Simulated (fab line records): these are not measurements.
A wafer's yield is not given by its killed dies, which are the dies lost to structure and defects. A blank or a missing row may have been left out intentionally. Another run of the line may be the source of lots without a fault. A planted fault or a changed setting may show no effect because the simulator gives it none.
fab line records + flow n5_finfet
record:
- lots: 4
- wafers: 11
- last_day: 16
route steps=1938 shown BEOL_M11@1582 BEOL_M12@1602 PASSIVATION@1936
lots that met no fault: from a run of the same line without faults
start_h: hours from the record's opening day to when the first of the lot's shown wafers began + wait_h: hours from the lot's prior step to this one + " the same as in the row above + L1.1+2: several wafers, shown together as one row + - no value, or no start given + * or withheld: withheld + < > ~ a bound
route shown NAME@n: NAME is a module with steps in the file, n the number in the route of the first one + usual: mean/standard deviation taken from wafers without a fault + same: alike in all rows + chamber/n: place in a boat + sites: the reading at each site + _std_site: standard deviation of those values + _edge_site: inner sites' mean taken away from outer sites' mean + radius_mm: for every site, how far away it sits from the centre of the wafer + mask NAME#n: copy n + behind: the tool/chamber that last shaped the wafer + hold: what put the lot on hold/how long, in hours/how the hold closed + device: which transistor (n, p or np) failed to switch + end of line: the tests these same wafers got at the end of their route + a step without rows: its recipe alone + killed: count of dies lost to structure and defects at first sort (not the wafer's yield) + map: a wafer's dies, x killed, . not, _ none there
set.NAME: the setting as run; set.NAME@STEP: as run at that earlier step + model.NAME: the simulator's own value behind a step, which no gauge read
certain route steps with their lots: each step a table, each wafer a row
== steps ==
step: N5_BEOL_M11_HM_STRIP_39
recipe:
- chemistry: peroxide_tin_strip
- material: TiN
- target_depth_a: 250
- temp_c: 50
- time_s: 158
step: N5_BEOL_M11_SRD_40
recipe:
- time_s: 30
- temp_c: 23
- rinse_liquid: diw
- dry: ipa_marangoni
step: N5_BEOL_M11_PRECLEAN_42
recipe:
- chemistry: residue_remover
- time_s: 60
- temp_c: 40
step: N5_BEOL_M11_SRD_43
recipe:
- time_s: 30
- temp_c: 23
- rinse_liquid: diw
- dry: ipa_marangoni
step: N5_BEOL_M11_CURE_72
recipe:
- temp_c: 370
- time_s: 120
- ambient: DMADMS/He
- material: SiCOH_lowk
step: N5_BEOL_M11_DEGAS_44
recipe:
- ambient: vacuum
- temp_c: 250
- time_s: 60
step: N5_BEOL_M11_PRE_CLEAN_45
recipe:
- gas: H2/He
- time_s: 30
- temp_c: 250
step: N5_BEOL_M11_ALD_74
recipe:
- material: TaN
- target_thk_a: 20
- temp_c: 275
- ald_precursor_family: PDMAT
- ald_co_reactant: NH3
- pressure_torr: 3
- carrier_flow_sccm: 1500
- pulse_time_s: 2
- purge_time_s: 3
- co_reactant_purge_time_s: 2
- co_reactant_pulse_time_s: 3
- ald_cycles: 40
- precursor_vessel_temp_c: 75
- precursor_vessel_pressure_torr: 26.25
- precursor_vessel_carrier_sccm: 1000
step: N5_BEOL_M11_SURFACE_TREAT_76
recipe:
- gas: Ar
- time_s: *
- ion_energy_ev: *
- ion_current_ma_cm2: 0.5
- pressure_mtorr: *
- ar_flow_sccm: 30
step: N5_BEOL_M11_CVD_75
recipe:
- material: Co
- target_thk_a: 20
- temp_c: withheld
- precursor: CCTBA/H2
- pressure_torr: 30
- time_s: 138.9
step: N5_BEOL_M11_SPUTTER_48
recipe:
- material: Cu
- target_thk_a: 120
- temp_c: -20
- bias_v: 60
- power_w: 26000
- chamber_pressure_pa: 0.13
- time_s: 2
usual:
- susceptor_temp_C: -20.02/0.1
- throttle_valve_pct: 30.3/0.99
| lot.wafer | tool           | chamber | start_h | wait_h | susceptor_temp_C | throttle_valve_pct |
|-----------|----------------|---------|---------|--------|------------------|--------------------|
| L656.4    | pvd_sputter-01 | -       | 309.60  | 0.1    | -20.00           | 31.4               |
| L656.6    | "              | -       | "       | "      | -20.07           | 31.6               |
| L658.4    | pvd_sputter-02 | -       | 321.53  | 0.0    | -20.22           | 30.4               |
| L658.5    | "              | -       | "       | "      | -20.03           | 30.7               |
| L658.6    | "              | -       | "       | "      | -19.93           | 32.0               |
| L662.2    | pvd_sputter-02 | -       | 343.50  | 0.1    | -20.13           | 31.9               |
| L662.3    | "              | -       | "       | "      | -20.02           | 29.8               |
| L662.4    | "              | -       | "       | "      | -19.97           | 30.0               |
| L664.1    | pvd_sputter-02 | -       | 357.95  | 0.5    | -20.07           | 30.4               |
| L664.4    | "              | -       | "       | "      | -20.06           | 30.2               |
| L664.5    | "              | -       | "       | "      | -20.01           | 30.4               |
step: N5_BEOL_M11_ECD_50
recipe:
- material: Cu
- target_thk_a: 3180
step: N5_BEOL_M11_ANNEAL_51
recipe:
- temp_c: 225
- time_s: 90
- ambient: N2
step: N5_BEOL_M11_CMP_52
recipe:
- stop_on: SiCOH_lowk
- t_overpolish_s: 7
- down_force_psi: 1
- platen_rpm: 50
- clearing_platen_down_force_psi: 1.5
- clearing_platen_rpm: 50
- post_cmp_clean: cu_alkaline
- target_thk_nm: 140
- clearing_platen_pad_velocity_m_s: 0.99484
- pad_velocity_m_s: 0.99484
step: N5_BEOL_M11_PRE_CLEAN_55
recipe:
- gas: NH3
- time_s: 15
- temp_c: withheld
- rf_power_w: 300
step: N5_BEOL_M11_DEP_56
recipe:
- material: SiCN
- target_thk_a: 300
- temp_c: withheld
- precursor: 3MS/NH3
- pressure_torr: 3
- rf_w: 675
- time_s: 10.5
step: N5_BEOL_M12_ILD_DEP_00
recipe:
- material: SiOC
- target_thk_a: 6589.2
- temp_c: 350
- precursor: DEMS/O2
- pressure_torr: 5
- rf_w: 500
- time_s: 130.7
step: N5_BEOL_M12_COAT_58
recipe:
- resist: BARC
- temp_c: 205
- time_s: 60
- spin_rpm: 1500
- resist_thk_nm: 89
step: N5_BEOL_M12_COAT_04
recipe:
- spin_rpm: 1625
- resist_thk_nm: 400
step: N5_BEOL_M12_EBR_06
recipe:
- solvent: PGMEA
- ebr_width_mm: 1.5
step: N5_BEOL_M12_SOFTBAKE_05
recipe:
- temp_c: 130
- time_s: 60
step: N5_BEOL_M12_EXPOSE_07
recipe:
- mask_id: V11
- na: 0.93
- source_shape: conventional
- sigma_outer: 0.6
- polarization: unpolarized
- attpsm_phase_deg: 180
- dose_mj: 32.5
step: N5_BEOL_M12_PEB_08
recipe:
- peb_temp_c: 130
- peb_time_s: 90
step: N5_BEOL_M12_DEVELOP_09
recipe:
- develop_time_s: 45
- rinse_liquid: diw
- dry: air_spin
- dev_temp_c: 21
step: N5_BEOL_M12_HARDBAKE_14
recipe:
- temp_c: 130
- time_s: 120
step: N5_BEOL_M12_DESCUM_15
recipe:
- chemistry: O2
- time_s: 7.9
- source_power_w: 50
- bias_power_w: 20
- pressure_mtorr: 20
- rf_frequency_hz: 2.712e+07
- temp_c: 40
- o2_flow_sccm: 225
step: N5_BEOL_M12_ETCH_59
recipe:
- chemistry: N2/H2
- target: BARC
- target_depth_a: 890
- overetch_a: 267
- time_s: 67.9
- ion_energy_ev: 200
- pressure_mtorr: 30
- source_w: 840
- bias_w: 150
- n2_flow_sccm: 200
- h2_flow_sccm: 200
step: N5_BEOL_M12_VIA_ETCH_16
recipe:
- chemistry: C4F8/O2/Ar
- target: SiOC
- pressure_mtorr: 30
- source_w: 3000
- bias_w: 700
- Ar_flow_sccm: 400
- C4F8_flow_sccm: 15
- O2_flow_sccm: 8
- he_inner_torr: 15
- he_outer_torr: 30
- target_depth_a: 7248
- time_s: withheld
- ion_energy_ev: 250
- ends: cleared
step: N5_BEOL_M12_STRIP_63
recipe:
- chemistry: N2/H2
- power_w: 1000
- temp_c: 250
- h2_frac: 0.65
- overash_fraction: 0.3
- pressure_mtorr: 1000
- n2_flow_sccm: 1750
- h2_flow_sccm: 3250
step: N5_BEOL_M12_STRIP_64
recipe:
- chemistry: N2/H2
- power_w: 1000
- temp_c: 250
- h2_frac: 0.65
- overash_fraction: 0.3
- pressure_mtorr: withheld
- n2_flow_sccm: 1750
- h2_flow_sccm: 3250
step: N5_BEOL_M12_STRIP_71
recipe:
- chemistry: post_etch_residue_remover
- time_s: 60
- temp_c: 25
- remover_ph: withheld
- remover_water_wt_pct: withheld
- remover_fluoride_wt_pct: withheld
step: N5_BEOL_M12_SRD_72
recipe:
- time_s: 30
- temp_c: 23
- rinse_liquid: diw
- dry: n2_spin
- spin_rpm: 1500
- dry_time_s: 30
step: N5_PASSIVATION_PROBE_49
usual:
- defect_limited_yield: 91.7/1.7
- killed_at_M0_to_M3: 34/10
- killed_at_M4_up: 13/5.1
- killed_at_contacts: 12/6.2
- killed_at_front_end: 36/12
- killed_at_other: 3.2/2.6
- killed_dies: 98/20
- killed_open: 65/13
- killed_short: 32/8.4
- sort_bin_5_function: 4.8/1.1
- sort_bin_6_memory: 3.2/0.74
- sort_n_pass: 1082/20
- sort_yield_pct: 91.7/1.7
same:
- gross_dies: 1180
- killed_at_back_side: 0
- sort_bin_4_leakage[%]: 0
- sort_bin_8_speed[%]: 0
| lot.wafer | tool      | chamber | start_h | wait_h | defect_limited_yield[%] | killed_at_M0_to_M3 | killed_at_M4_up | killed_at_contacts | killed_at_front_end | killed_at_other | killed_dies | killed_open | killed_short | sort_bin_5_function[%] | sort_bin_6_memory[%] | sort_n_pass | sort_yield_pct[%] |
|-----------|-----------|---------|---------|--------|-------------------------|--------------------|-----------------|--------------------|---------------------|-----------------|-------------|-------------|--------------|------------------------|----------------------|-------------|-------------------|
| L662.2    | prober-02 | -       | 381.95  | 0.1    | 82.2                    | 50                 | 113             | 12                 | 33                  | 2               | 210         | 75          | 35           | 11.0                   | 5.8                  | 970         | 82.2              |
| L662.3    | prober-02 | -       | 382.00  | 0.1    | 84.8                    | 36                 | 111             | 6                  | 23                  | 3               | 179         | 54          | 27           | 8.6                    | 4.2                  | 1001        | 84.8              |
| L662.4    | prober-02 | -       | 382.05  | 0.2    | 85.0                    | 22                 | 117             | 8                  | 29                  | 1               | 177         | 51          | 24           | 9.7                    | 3.6                  | 1003        | 85.0              |
| L664.1    | prober-02 | -       | 395.40  | 0.0    | 87.5                    | 42                 | 81              | 5                  | 20                  | 0               | 148         | 54          | 25           | 7.5                    | 3.7                  | 1032        | 87.5              |
| L664.4    | prober-02 | -       | 395.55  | 0.2    | 84.4                    | 28                 | 111             | 16                 | 29                  | 0               | 184         | 57          | 27           | 10.9                   | 3.7                  | 996         | 84.4              |
| L664.5    | prober-02 | -       | 395.60  | 0.2    | 84.1                    | 30                 | 93              | 20                 | 41                  | 4               | 188         | 76          | 42           | 10.4                   | 4.2                  | 992         | 84.1              |
killed by level:class
L662.2 BEOL_M11:unspecified=99 BEOL_M0_SAQP:geometric_particle:open=19 BEOL_M0_SAQP:geometric_particle:short=11 BEOL_M2:geometric_particle:open=10 MOL_CONTACT_COAG:geometric_particle:open=9 FIN_SAQP:geometric_particle:open=7 STI_FIN_REVEAL:geometric_particle:open=6 FIN_SAQP:geometric_particle:short=5
L662.3 BEOL_M11:unspecified=98 BEOL_M2:geometric_particle:open=10 BEOL_M0_SAQP:geometric_particle:short=7 BEOL_M0_SAQP:geometric_particle:open=6 MOL_CONTACT_COAG:geometric_particle:open=6 BEOL_M4:geometric_particle:short=6 BEOL_M1:geometric_particle:open=5 STI_FIN_REVEAL:geometric_particle:open=4
L662.4 BEOL_M11:unspecified=100 MOL_CONTACT_COAG:geometric_particle:open=6 BEOL_M0_SAQP:geometric_particle:short=6 FIN_SAQP:geometric_particle:short=5 DUMMY_GATE:geometric_particle:open=5 STI_FIN_REVEAL:geometric_particle:open=5 BEOL_M4:geometric_particle:open=5 FIN_SAQP:geometric_particle:open=4
L664.1 BEOL_M11:unspecified=69 BEOL_M2:geometric_particle:open=10 BEOL_M0_SAQP:geometric_particle:short=8 BEOL_M0_SAQP:geometric_particle:open=7 BEOL_M1:geometric_particle:open=5 BEOL_M3:geometric_particle:open=5 ILD0:geometric_particle:open=4 BEOL_M4:geometric_particle:open=4
L664.4 BEOL_M11:unspecified=99 MOL_CONTACT_COAG:geometric_particle:open=13 FIN_SAQP:geometric_particle:open=8 FIN_SAQP:geometric_particle:short=6 BEOL_M2:geometric_particle:open=6 BEOL_M3:geometric_particle:open=6 BEOL_M1:geometric_particle:open=4 BEOL_M3:geometric_particle:short=4
L664.5 BEOL_M11:unspecified=69 MOL_CONTACT_COAG:geometric_particle:open=15 BEOL_M4:geometric_particle:open=11 FIN_SAQP:geometric_particle:short=10 BEOL_M0_SAQP:geometric_particle:open=9 FIN_SAQP:geometric_particle:open=7 STI_FIN_REVEAL:geometric_particle:open=6 BEOL_M0_SAQP:geometric_particle:short=6
map L662.2 (x killed, . not)
_________________x...........________________
______________x.x.....x......x.._____________
___________.........x...x....x.....__________
__________..................x......._________
________.............................x_______
_______......xxx..........xx....x.x....______
______.................................._____
_____......................xxxxx.xx.x....____
____..........x...........xxxxxxxx.x..xx.x___
___....................x.xxxx.xxxxx.x......__
___.x.....................xxxxxxxxxxx.....x__
__...xx..................x.xxxxxxxxxx......._
__....x..x......x..x....x.xxxxxxxxxxx.x....x_
_.x...................x..xx.xxxxxxxxxx.......
_.......x..x..x...xxx...x.xxxxxxxxxxx........
_.........x.............x.xxxxxxx.x..x.......
_......x....x.....x.x..x.x...x.xxx.x.........
_...............x...........x................
_.........................x.x...x..x....xx...
_.......x............................x...x...
_...............x.x....x..x..........x.......
__....x...............................x.x..._
__...x....x.........x........x..........x..x_
___...xx...x.x......x.x....................__
___.....xx..x..x...............x......x.x..__
____.......xx..............x.............x___
_____.......x.......x.x.......x..........____
______......x.............x............._____
_______...x..........x..............x..______
________x.......x.....x..........xx..x_______
__________x........x............x..._________
___________......x.................__________
______________.....x............_____________
_________________..x.........________________
map L664.5 (x killed, . not)
_________________xxxx........________________
______________xxxxxxx.x........._____________
___________xxxxxxxxxxx...........x.__________
__________xxxxxxxxxxxx...........x.._________
________...xxxxxxxxxx...xx........x..._______
_______..xxxxxxxxxxxx.x........x.......______
______...xx.xxxxx.xx..x....x.......x...._____
_____..x.x...xx.x.....x.......x..........____
____.....x...........................xx...___
___....x....x....x...x........x...........x__
___..x.......xx.......................x...x__
__.......x..x..x..............x......x....x._
__..............x................x....x....._
_x.............x.x..........xx...............
_........x..............x..........x.........
_...........x.x.....x.......x................
_xx.....x...x.........................x......
_..x.............x............x.....xx...x...
_........x......x....xx....................x.
_.xxx..........x....x.x.x...x.x..............
_....x........x................x..x.xx.x.....
__...x..x.............x........x............_
__...x.....x.................x...xx.....x..._
___...............x........................__
___........................x..x......x.....__
____.....x............x...........x...x.x.___
_____.x..................x....x.xx..x....____
______.x............x..................._____
_______....xx..........xx.......x......______
________...........x.x................_______
__________..........x........x......_________
___________............x.....x.....__________
______________.................._____________
_________________............________________
== key ==
first_sign:
- step: N5_PASSIVATION_PROBE_49
- reading: killed_at_M4_up
- direction: up
- sigmas: 18
- usual: 13
- struck: 104
effect:
- step: N5_PASSIVATION_PROBE_49
- reading: defect_limited_yield
- direction: down
- sigmas: 4.2
- usual: 91.7
- struck: 84.7
more_kills_born_at:
- N5_BEOL_M11_SPUTTER_48@pvd_sputter-02: 534
met_at N5_BEOL_M11_SPUTTER_48
struck_wafers L662.2,L662.3,L662.4,L664.1,L664.4,L664.5
onset_between 321.53 343.50
also_fits time
earlier_fault:
- kind: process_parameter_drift
- tool: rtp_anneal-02
- chamber: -
- onset_h: 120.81
- steps: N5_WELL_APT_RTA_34
- channel: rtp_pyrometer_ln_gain
- offset: 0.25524
- shape: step
fault:
- kind: chamber_particle_source
- tool: pvd_sputter-02
- chamber: -
- onset_h: 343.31
- steps: N5_BEOL_M11_SPUTTER_48
- rate_per_visit_cm2: 0.46217
